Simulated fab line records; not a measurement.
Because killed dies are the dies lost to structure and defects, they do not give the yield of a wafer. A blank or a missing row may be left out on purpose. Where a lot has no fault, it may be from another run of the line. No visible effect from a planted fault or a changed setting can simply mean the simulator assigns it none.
fab line records	flow nand_harc	part 1 of 2: steps 1 to 27 of 41
record: lots: 5	wafers: 15	last_day: 32
route steps=1302 shown P_M0@282 P_M1@285 P_M2@318
lots that met no fault: from a run of the same line without faults
start_h: hours from the record's first day to the start of the lot's first wafer shown	wait_h: hours elapsed since this lot's preceding step	" same as the row above	L1.1+2: several wafers, shown together as one row	- no value, or no start given	* or withheld: withheld	< > ~ a bound
route shown NAME@n: a module of which the file shows steps, and the number in the route of the first	usual: mean and standard deviation over wafers with no fault	same: alike in all rows	chamber/n: place in a boat	sites: each site's reading	_std_site: how widely they spread, as a standard deviation	_edge_site: outer sites' mean less inner sites'	radius_mm: for every site, how far away it sits from the centre of the wafer	mask NAME#n: copy n	behind: the tool/chamber that last shaped the wafer	hold: why the lot went on hold/how many hours it stayed there/how the hold came to an end	device: names the non-switching transistor (n, p or np)	end of line: the tests these same wafers got at the end of their route	where a step has no rows: the recipe by itself	killed: the dies lost at the first sort to structure and to defects; this is not the yield of the wafer	map: a wafer's dies, marking killed ones x, the rest . and places with no die _
set.NAME: the setting the step ran with; set.NAME@STEP: the setting that earlier step ran with	model.NAME: the simulator's own value behind a step, which no gauge read
certain route steps with their lots: each step a table, each wafer a row
services: the hour from which a tool's chamber was out of use, counted from the record's first day as start_h (under 0 if before that day), plus the number of hours and why
== steps ==
step: NHARC_P_M0_INSPECT_27
usual: raw_defect_count: 307/110
lot.wafer	tool	chamber	start_h	wait_h	raw_defect_count
L076.3	defect_inspect-02	-	144.62	0.0	326
L076.5	"	-	"	"	318
L076.6	"	-	"	"	582
L078.2	defect_inspect-02	-	166.94	0.0	268
L078.3	"	-	"	"	342
L078.4	"	-	"	"	420
L087.3	defect_inspect-02	-	249.57	0.0	120
L087.4	"	-	"	"	210
L087.6	"	-	"	"	230
L093.3	defect_inspect-02	-	316.37	0.0	267
L093.4	"	-	"	"	412
L093.5	"	-	"	"	326
L094.1	defect_inspect-02	-	330.30	0.0	487
L094.4	"	-	"	"	494
L094.5	"	-	"	"	576
step: NHARC_P_M0_PRE_CLEAN_31
recipe: time_s: 12	temp_c: 370	rf_power_w: 300	gas: NH3
usual: heater_power_w: 616/110
lot.wafer	tool	chamber	start_h	wait_h	heater_power_w
L076.3	pecvd-02	0	144.70	0.1	509
L076.5	"	2	"	"	492
L076.6	"	0	"	"	497
L078.3	pecvd-02	1	167.01	0.1	744
L078.2	"	2	"	"	514
L078.4	"	2	"	"	508
L087.3	pecvd-01	0	249.66	0.1	637
L087.4	"	1	"	"	752
L087.6	"	0	"	"	636
L093.3	pecvd-02	1	316.45	0.1	820
L093.4	"	0	"	"	489
L093.5	"	2	"	"	522
L094.1	pecvd-02	1	330.39	0.1	678
L094.4	"	2	"	"	570
L094.5	"	0	"	"	508
step: NHARC_P_M0_DEP_32
recipe: target_thk_a: 300	temp_c: 370	target_thk_nm: 30	pressure_torr: 3	flow_sccm: 200	rf_w: 450	material: SiCN
usual: heater_power_w: 578/95
lot.wafer	tool	chamber	start_h	wait_h	heater_power_w
L076.3	pecvd-02	0	144.81	0.1	488
L076.5	"	2	"	"	536
L076.6	"	0	"	"	486
L078.3	pecvd-02	1	167.08	0.1	704
L078.2	"	2	"	"	506
L078.4	"	2	"	"	496
L087.3	pecvd-01	0	249.80	0.1	585
L087.4	"	1	"	"	615
L087.6	"	0	"	"	588
L093.3	pecvd-02	1	316.56	0.1	775
L093.4	"	0	"	"	517
L093.5	"	2	"	"	516
L094.1	pecvd-02	1	330.53	0.1	722
L094.4	"	2	"	"	555
L094.5	"	0	"	"	515
step: NHARC_P_M1_DEP_00
recipe: target_thk_a: 1825	target_thk_nm: 182.5	temp_c: withheld	pressure_torr: 5	flow_sccm: 200	rf_w: 600	material: SiOC
lot.wafer	tool	chamber	start_h	wait_h
L076.3+5+6	pecvd-03	0,0,1	145.22	-
L078.2+3+4	pecvd-01	0,2,1	167.50	-
L087.3+4+6	pecvd-02	1,1,2	250.18	-
L093.3+5+4	pecvd-03	0,1,2	317.02	-
L094.1+4+5	pecvd-01	2,2,0	330.88	-
step: NHARC_P_M1_DEHYDRATE_01
recipe: temp_c: 150	time_s: 120
lot.wafer	tool	chamber	start_h	wait_h
L076.3+5+6	litho_track-01	0	145.58	-
L078.2+3+4	litho_track-01	0	167.90	-
L087.3+4+6	litho_track-04	0	250.54	-
L093.3+4+5	litho_track-01	0	317.33	-
L094.1+4+5	litho_track-06	0	331.23	-
step: NHARC_P_M1_HMDS_02
recipe: time_s: 30
lot.wafer	tool	chamber	start_h	wait_h
L076.3+5+6	litho_track-01	0	-	-
L078.2+3+4	litho_track-01	0	-	-
L087.3+4+6	litho_track-04	0	-	-
L093.3+4+5	litho_track-01	0	-	-
L094.1+4+5	litho_track-06	0	-	-
step: NHARC_P_M1_COAT_34
recipe: temp_c: 200	time_s: 65
lot.wafer	tool	chamber	start_h	wait_h
L076.3+5+6	litho_track-01	0	-	-
L078.2+3+4	litho_track-01	0	-	-
L087.3+4+6	litho_track-04	0	-	-
L093.3+4+5	litho_track-01	0	-	-
L094.1+4+5	litho_track-06	0	-	-
step: NHARC_P_M1_COAT_03
recipe: spin_rpm: 1500	resist_thk_nm: 90
usual: dispense_pressure_kPa: 49/3.1
lot.wafer	tool	chamber	start_h	wait_h	dispense_pressure_kPa
L076.3	litho_track-01	0	-	-	53
L076.5	"	0	"	"	53
L076.6	"	0	"	"	53
L078.2	litho_track-01	0	-	-	53
L078.3	"	0	"	"	53
L078.4	"	0	"	"	53
L087.3	litho_track-04	0	-	-	46
L087.4	"	0	"	"	46
L087.6	"	0	"	"	46
L093.3	litho_track-01	0	-	-	53
L093.4	"	0	"	"	53
L093.5	"	0	"	"	53
L094.1	litho_track-06	0	-	-	48
L094.4	"	0	"	"	48
L094.5	"	0	"	"	48
step: NHARC_P_M1_SOFTBAKE_04
recipe: temp_c: 105	time_s: 55
lot.wafer	tool	chamber	start_h	wait_h
L076.3+5+6	litho_track-01	0	-	-
L078.2+3+4	litho_track-01	0	-	-
L087.3+4+6	litho_track-04	0	-	-
L093.3+4+5	litho_track-01	0	-	-
L094.1+4+5	litho_track-06	0	-	-
step: NHARC_P_M1_EBR_05
lot.wafer	tool	chamber	start_h	wait_h
L076.3+5+6	litho_track-01	0	-	-
L078.2+3+4	litho_track-01	0	-	-
L087.3+4+6	litho_track-04	0	-	-
L093.3+4+5	litho_track-01	0	-	-
L094.1+4+5	litho_track-06	0	-	-
step: NHARC_P_M1_EXPOSE_06
recipe: na: 1.35	target_cd_nm: 130	dose_mj: 81.88	mask_id: P_M1
usual: reticle_temp_C: 23.01/0.12
lot.wafer	tool	chamber	start_h	wait_h	mask	reticle_temp_C
L076.3	arfi_scanner-01	0	145.88	-	P_M1#0	22.96
L076.5	"	0	"	"	P_M1#0	23.05
L076.6	"	0	"	"	P_M1#0	23.13
L078.2	arfi_scanner-01	0	168.20	-	P_M1#0	23.03
L078.3	"	0	"	"	P_M1#0	23.08
L078.4	"	0	"	"	P_M1#0	22.92
L087.3	arfi_scanner-03	0	250.84	-	P_M1#0	23.19
L087.4	"	0	"	"	P_M1#0	23.33
L087.6	"	0	"	"	P_M1#0	23.10
L093.3	arfi_scanner-03	0	317.63	-	P_M1#0	23.08
L093.4	"	0	"	"	P_M1#0	23.07
L093.5	"	0	"	"	P_M1#0	22.99
L094.1	arfi_scanner-02	0	331.52	-	P_M1#0	22.96
L094.4	"	0	"	"	P_M1#0	22.88
L094.5	"	0	"	"	P_M1#0	22.97
step: NHARC_P_M1_PEB_07
recipe: peb_temp_c: 100	peb_time_s: 65
lot.wafer	tool	chamber	start_h	wait_h
L076.3+5+6	litho_track-06	0	145.93	0.0
L078.2+3+4	litho_track-04	0	168.25	0.1
L087.3+4+6	litho_track-01	0	250.89	0.0
L093.3+4+5	litho_track-06	0	317.68	0.0
L094.1+4+5	litho_track-06	0	331.58	0.1
step: NHARC_P_M1_DEVELOP_08
recipe: develop_time_s: 35	dev_temp_c: 23
same: develop_time_s: 35
lot.wafer	tool	chamber	start_h	wait_h
L076.3+5+6	litho_track-06	0	-	-
L078.2+3+4	litho_track-04	0	-	-
L087.3+4+6	litho_track-01	0	-	-
L093.3+4+5	litho_track-06	0	-	-
L094.1+4+5	litho_track-06	0	-	-
step: NHARC_P_M1_CD_MEAS_09
recipe: target_cd_nm: 130	landing_energy_ev: 500
usual: cd_nm: 130.0/0.49
lot.wafer	tool	chamber	start_h	wait_h	cd_nm
L076.3	cd_sem-02	0	146.02	-	130.8
L076.5	"	0	"	"	130.6
L076.6	"	0	"	"	130.4
L078.2	cd_sem-03	0	168.33	-	131.2
L078.3	"	0	"	"	130.9
L078.4	"	0	"	"	130.7
L087.3	cd_sem-03	0	250.97	-	129.7
L087.4	"	0	"	"	130.1
L087.6	"	0	"	"	130.2
L093.3	cd_sem-02	0	317.77	-	130.6
L093.4	"	0	"	"	130.0
L093.5	"	0	"	"	129.7
L094.1	cd_sem-03	0	331.66	-	130.0
L094.4	"	0	"	"	129.4
L094.5	"	0	"	"	130.8
step: NHARC_P_M1_OVL_MEAS_10
recipe: pitch_nm: 260
usual: overlay_x_nm: -0.2/0.77	overlay_y_nm: -0.2/0.69
lot.wafer	tool	chamber	start_h	wait_h	overlay_x_nm	overlay_y_nm
L076.3	overlay-01	-	146.10	-	-1.2	-0.6
L076.5	"	-	"	"	-0.4	-0.3
L076.6	"	-	"	"	-0.9	-0.2
L078.2	overlay-02	-	168.42	-	-0.4	0.3
L078.3	"	-	"	"	-0.1	0.6
L078.4	"	-	"	"	-0.1	1.0
L087.3	overlay-02	-	251.06	-	0.5	-0.2
L087.4	"	-	"	"	0.7	-0.5
L087.6	"	-	"	"	0.7	0.4
L093.3	overlay-02	-	317.85	-	0.7	0.3
L093.4	"	-	"	"	0.9	0.0
L093.5	"	-	"	"	0.3	0.4
L094.1	overlay-02	-	331.75	-	-0.9	0.7
L094.4	"	-	"	"	-0.5	0.6
L094.5	"	-	"	"	-1.1	0.8
step: NHARC_P_M1_INSPECT_11
usual: raw_defect_count: 4.7/2.7
lot.wafer	tool	chamber	start_h	wait_h	raw_defect_count
L076.3	defect_inspect-02	-	146.14	0.0	8
L076.5	"	-	"	"	5
L076.6	"	-	"	"	2
L078.2	defect_inspect-01	-	168.46	0.0	2
L078.3	"	-	"	"	0
L078.4	"	-	"	"	3
L087.3	defect_inspect-02	-	251.09	0.0	1
L087.4	"	-	"	"	5
L087.6	"	-	"	"	4
L093.3	defect_inspect-01	-	317.89	0.0	14
L093.4	"	-	"	"	6
L093.5	"	-	"	"	9
L094.1	defect_inspect-02	-	331.79	0.0	2
L094.4	"	-	"	"	7
L094.5	"	-	"	"	7
step: NHARC_P_M1_DESCUM_14
recipe: time_s: 3	o2_flow_sccm: 200	ar_flow_sccm: 0	bias_power_w: 0	chemistry: O2
usual: drypump_motor_current_A: 5.6/0.44	oes_product_au: 1.000/0.0073	rf_vpp_V: 57.6/0.83	showerhead_plenum_p_Torr: 1.89/0.037	throttle_valve_pct: 11.312/0.0094
lot.wafer	tool	chamber	start_h	wait_h	drypump_motor_current_A	oes_product_au	rf_hours_counter_h	rf_vpp_V	showerhead_plenum_p_Torr	throttle_valve_pct
L076.3	rie_diel-06	3	146.21	0.1	6.1	1.002	1	56.2	1.88	11.305
L076.5	"	2	"	"	5.5	0.995	-	57.5	1.90	11.324
L076.6	"	1	"	"	5.6	0.995	-	59.1	1.86	11.308
L078.2	rie_diel-06	0	168.53	0.1	4.8	1.013	0	56.5	1.90	11.298
L078.4	"	1	"	"	5.6	1.001	3	57.9	1.86	11.312
L078.3	"	2	"	"	5.5	1.011	3	56.8	1.90	11.314
L087.4	rie_diel-06	0	251.17	0.1	4.8	0.996	6	56.9	1.90	11.330
L087.3	"	1	"	"	5.6	0.990	9	57.3	1.86	11.313
L087.6	"	2	"	"	5.5	0.986	-	57.2	1.90	11.305
L093.3	rie_diel-06	0	317.95	0.1	4.8	1.000	0	58.0	1.90	11.307
L093.4	"	1	"	"	5.6	0.995	0	57.7	1.86	11.327
L093.5	"	0	"	"	4.8	0.993	-	57.6	1.90	11.327
L094.4	rie_diel-13	1	331.86	0.1	5.1	1.017	9	58.0	1.85	11.314
L094.1	"	2	"	"	5.4	1.001	9	57.1	1.96	11.308
L094.5	"	1	"	"	5.1	1.009	-	58.0	1.85	11.310
step: NHARC_P_M1_ETCH_35
recipe: target_depth_a: 400	overetch_a: 120	time_s: 43.94	ion_energy_ev: 200	n2_flow_sccm: 150	h2_flow_sccm: 150	ar_flow_sccm: 0	rf_w: 400	bias_w: 150	chemistry: N2/H2
usual: drypump_motor_current_A: 5.6/0.44	oes_product_au: 0.999/0.0067	rf_vpp_V: 429.7/1.5	showerhead_plenum_p_Torr: 2.01/0.042	throttle_valve_pct: 14.172/0.0097
lot.wafer	tool	chamber	start_h	wait_h	drypump_motor_current_A	oes_product_au	rf_hours_counter_h	rf_vpp_V	showerhead_plenum_p_Torr	throttle_valve_pct
L076.3	rie_diel-06	1	146.30	0.1	5.6	1.002	1	429.2	1.98	14.169
L076.5	"	3	"	"	6.1	0.999	-	431.0	2.00	14.176
L076.6	"	2	"	"	5.5	1.001	-	430.1	2.03	14.160
L078.4	rie_diel-06	2	168.60	0.1	5.5	0.996	3	430.5	2.03	14.175
L078.2	"	0	"	"	4.8	1.002	0	430.3	2.03	14.172
L078.3	"	1	"	"	5.6	1.000	3	428.5	1.98	14.165
L087.4	rie_diel-06	2	251.24	0.1	5.5	0.990	10	429.3	2.02	14.166
L087.3	"	0	"	"	4.8	0.994	6	428.9	2.02	14.180
L087.6	"	1	"	"	5.6	0.993	-	429.3	1.98	14.162
L093.3	rie_diel-06	1	318.03	0.1	5.6	1.000	0	426.4	1.98	14.161
L093.4	"	2	"	"	5.5	1.001	0	431.0	2.02	14.146
L093.5	"	2	"	"	5.5	1.002	-	430.6	2.02	14.175
L094.1	rie_diel-13	1	331.94	0.1	5.0	1.000	9	429.2	1.97	14.192
L094.4	"	3	"	"	5.7	0.994	8	430.1	1.99	14.163
L094.5	"	0	"	"	6.3	0.987	-	428.7	1.98	14.171
step: NHARC_P_M1_ETCH_15
recipe: target_depth_a: 1825	time_s: 91.2	c4f8_flow_sccm: withheld	ar_flow_sccm: 400	rf_w: 600	bias_w: 300	chemistry: C4F8/Ar
usual: oes_product_au: 0.952/0.021	rf_vpp_V: 439.9/1.3
lot.wafer	tool	chamber	start_h	wait_h	oes_product_au	rf_hours_counter_h	rf_vpp_V
L076.3	rie_diel-06	1	-	-	0.958	1	439.9
L076.6	"	2	"	"	0.965	-	439.2
L076.5	"	3	"	"	0.951	-	440.0
L078.3	rie_diel-06	0	-	-	0.959	0	441.3
L078.4	"	1	"	"	0.958	3	439.3
L078.2	"	2	"	"	0.964	3	441.0
L087.4	rie_diel-06	2	-	-	0.924	10	438.8
L087.3	"	1	"	"	0.926	9	440.0
L087.6	"	3	"	"	0.921	-	440.1
L093.3	rie_diel-06	2	-	-	0.966	0	440.7
L093.4	"	3	"	"	0.984	0	441.1
L093.5	"	1	"	"	0.951	-	438.3
L094.1	rie_diel-13	1	-	-	0.939	9	439.6
L094.4	"	2	"	"	0.962	9	442.3
L094.5	"	1	"	"	0.952	-	439.1
step: NHARC_P_M1_CD_MEAS_16
usual: cd_nm: 130.0/0.63
lot.wafer	tool	chamber	start_h	wait_h	cd_nm
L076.3	cd_sem-01	-	146.55	-	130.7
L076.5	"	-	"	"	130.7
L076.6	"	-	"	"	130.0
L078.2	cd_sem-03	-	168.83	-	131.2
L078.3	"	-	"	"	130.1
L078.4	"	-	"	"	130.3
L087.3	cd_sem-02	-	251.46	-	130.5
L087.4	"	-	"	"	131.1
L087.6	"	-	"	"	130.2
L093.3	cd_sem-02	-	318.26	-	129.6
L093.4	"	-	"	"	129.3
L093.5	"	-	"	"	129.7
L094.1	cd_sem-01	-	332.15	-	130.4
L094.4	"	-	"	"	129.8
L094.5	"	-	"	"	130.5
step: NHARC_P_M1_STRIP_18
recipe: power_w: 1000	n2_flow_sccm: 150	h2_flow_sccm: 150	ar_flow_sccm: 0	bias_w: 0	chemistry: N2/H2
usual: drypump_motor_current_A: 5.6/0.46	oes_product_au: 0.999/0.0072	rf_vpp_V: 90.5/0.79	showerhead_plenum_p_Torr: 2.01/0.042	throttle_valve_pct: 14.171/0.0083
lot.wafer	tool	chamber	start_h	wait_h	drypump_motor_current_A	oes_product_au	rf_hours_counter_h	rf_vpp_V	showerhead_plenum_p_Torr	throttle_valve_pct
L076.3	rie_diel-06	1	146.65	0.1	5.6	0.998	1	91.8	1.98	14.155
L076.5	"	1	"	"	5.6	1.001	-	89.7	1.98	14.184
L076.6	"	2	"	"	5.5	1.005	-	91.6	2.03	14.166
L078.4	rie_diel-06	2	168.92	0.1	5.5	1.001	3	91.7	2.03	14.159
L078.2	"	3	"	"	6.1	1.002	3	89.9	2.00	14.164
L078.3	"	0	"	"	4.8	1.010	0	90.3	2.03	14.163
L087.3	rie_diel-06	2	251.56	0.1	5.5	0.996	10	89.2	2.02	14.165
L087.4	"	0	"	"	4.8	0.999	6	89.5	2.02	14.169
L087.6	"	1	"	"	5.6	0.996	-	89.2	1.98	14.175
L093.3	rie_diel-13	3	318.35	0.1	5.8	0.999	8	91.5	1.99	14.168
L093.4	"	1	"	"	5.1	1.001	8	90.2	1.97	14.184
L093.5	"	2	"	"	5.4	0.999	-	91.2	2.09	14.182
L094.4	rie_diel-13	0	332.23	0.1	6.3	1.005	9	90.8	1.98	14.167
L094.1	"	2	"	"	5.4	0.996	9	90.2	2.09	14.174
L094.5	"	1	"	"	5.1	1.005	-	91.8	1.97	14.159
step: NHARC_P_M1_ETCH_28
recipe: target_depth_a: 300	over_etch_frac: 0.3	time_s: 72.99	ion_energy_ev: 150	cf4_flow_sccm: 50	n2_flow_sccm: 100	ar_flow_sccm: 150	rf_w: 300	bias_w: 100	chemistry: CF4/N2
usual: drypump_motor_current_A: 5.6/0.44	oes_product_au: 0.999/0.0072	rf_vpp_V: 313.5/1.2	showerhead_plenum_p_Torr: 2.59/0.051	throttle_valve_pct: 19.794/0.0089
lot.wafer	tool	chamber	start_h	wait_h	drypump_motor_current_A	oes_product_au	rf_hours_counter_h	rf_vpp_V	showerhead_plenum_p_Torr	throttle_valve_pct
L076.3	rie_diel-06	2	-	-	5.5	1.002	1	313.4	2.61	19.804
L076.6	"	3	"	"	6.1	1.000	-	314.5	2.58	19.783
L076.5	"	1	"	"	5.5	1.001	-	313.9	2.56	19.805
L078.2	rie_diel-06	2	-	-	5.5	0.992	3	314.0	2.61	19.797
L078.3	"	3	"	"	6.1	1.001	3	314.8	2.58	19.794
L078.4	"	0	"	"	4.8	1.008	0	314.5	2.61	19.778
L087.3	rie_diel-06	3	-	-	6.1	0.994	10	313.2	2.58	19.793
L087.4	"	1	"	"	5.6	0.997	9	314.1	2.56	19.814
L087.6	"	0	"	"	4.8	1.000	-	312.5	2.61	19.783
L093.4	rie_diel-13	1	-	-	5.1	1.001	8	313.9	2.55	19.783
L093.3	"	2	"	"	5.4	0.984	9	316.2	2.69	19.798
L093.5	"	0	"	"	6.3	1.001	-	314.1	2.56	19.807
L094.4	rie_diel-13	2	-	-	5.4	1.003	10	315.9	2.69	19.791
L094.1	"	3	"	"	5.8	0.995	8	313.3	2.57	19.787
L094.5	"	3	"	"	5.7	0.999	-	313.9	2.57	19.797
step: NHARC_P_M1_STRIP_19
recipe: time_s: 600	temp_c: 30	chemistry: post_etch_residue_remover
lot.wafer	tool	chamber	start_h	wait_h
L076.3+6+5	wet_bench-08	6,7,0	147.06	-
L078.2+4+3	wet_bench-10	6,7,2	169.27	-
L087.4+6+3	wet_bench-08	6,7,2	251.91	-
L093.3+4+5	wet_bench-08	4,7,0	318.71	-
L094.1+4+5	wet_bench-08	4,0,1	332.77	-
step: NHARC_P_M1_DEGAS_29
recipe: temp_c: 250	time_s: 60
usual: heater_power_w: 358/33
lot.wafer	tool	chamber	start_h	wait_h	heater_power_w
L076.3	pvd_sputter-01	-	147.34	-	396
L076.6	"	-	"	"	331
L076.5	"	-	"	"	376
L078.4	pvd_sputter-02	-	169.53	-	346
L078.2	"	-	"	"	385
L078.3	"	-	"	"	307
L087.3	pvd_sputter-01	-	252.17	-	363
L087.4	"	-	"	"	405
L087.6	"	-	"	"	335
L093.4	pvd_sputter-01	-	318.97	-	405
L093.3	"	-	"	"	370
L093.5	"	-	"	"	414
L094.1	pvd_sputter-03	-	333.04	-	360
L094.4	"	-	"	"	330
L094.5	"	-	"	"	355
step: NHARC_P_M1_PRE_CLEAN_30
recipe: time_s: 30	temp_c: 280	gas: H2/He
usual: heater_power_w: 439/41
lot.wafer	tool	chamber	start_h	wait_h	heater_power_w
L076.3	pvd_sputter-01	-	-	-	472
L076.5	"	-	"	"	506
L076.6	"	-	"	"	489
L078.4	pvd_sputter-02	-	-	-	475
L078.2	"	-	"	"	371
L078.3	"	-	"	"	470
L087.4	pvd_sputter-01	-	-	-	396
L087.3	"	-	"	"	487
L087.6	"	-	"	"	403
L093.3	pvd_sputter-01	-	-	-	400
L093.4	"	-	"	"	484
L093.5	"	-	"	"	408
L094.1	pvd_sputter-03	-	-	-	411
L094.4	"	-	"	"	412
L094.5	"	-	"	"	400
step: NHARC_P_M1_PVD_20
recipe: target_thk_a: 50	bias_v: 168.6	power_w: 15000	chamber_pressure_pa: 0.12	time_s: 8.06	substrate_temp_c: 50	material: TaN
usual: throttle_valve_pct: 29.9/1.1
lot.wafer	tool	chamber	start_h	wait_h	throttle_valve_pct
L076.3	pvd_sputter-01	-	-	-	27.4
L076.6	"	-	"	"	29.3
L076.5	"	-	"	"	29.8
L078.4	pvd_sputter-02	-	-	-	31.5
L078.3	"	-	"	"	29.3
L078.2	"	-	"	"	30.8
L087.3	pvd_sputter-01	-	-	-	27.8
L087.4	"	-	"	"	31.0
L087.6	"	-	"	"	30.2
L093.4	pvd_sputter-01	-	-	-	28.6
L093.3	"	-	"	"	27.8
L093.5	"	-	"	"	30.8
L094.4	pvd_sputter-03	-	-	-	28.9
L094.1	"	-	"	"	31.0
L094.5	"	-	"	"	29.5
step: NHARC_P_M1_PVD_21
recipe: target_thk_a: 300	chamber_pressure_pa: 5	power_w: 5000	substrate_temp_c: 30	time_s: 20.49	material: Cu
usual: throttle_valve_pct: 29.9/1.2
lot.wafer	tool	chamber	start_h	wait_h	throttle_valve_pct
L076.3	pvd_sputter-01	-	-	-	27.8
L076.5	"	-	"	"	29.8
L076.6	"	-	"	"	27.5
L078.4	pvd_sputter-02	-	-	-	31.1
L078.3	"	-	"	"	31.0
L078.2	"	-	"	"	31.2
L087.3	pvd_sputter-01	-	-	-	30.7
L087.4	"	-	"	"	28.6
L087.6	"	-	"	"	30.3
L093.4	pvd_sputter-01	-	-	-	30.8
L093.3	"	-	"	"	28.6
L093.5	"	-	"	"	31.0
L094.1	pvd_sputter-03	-	-	-	29.0
L094.4	"	-	"	"	30.6
L094.5	"	-	"	"	29.0
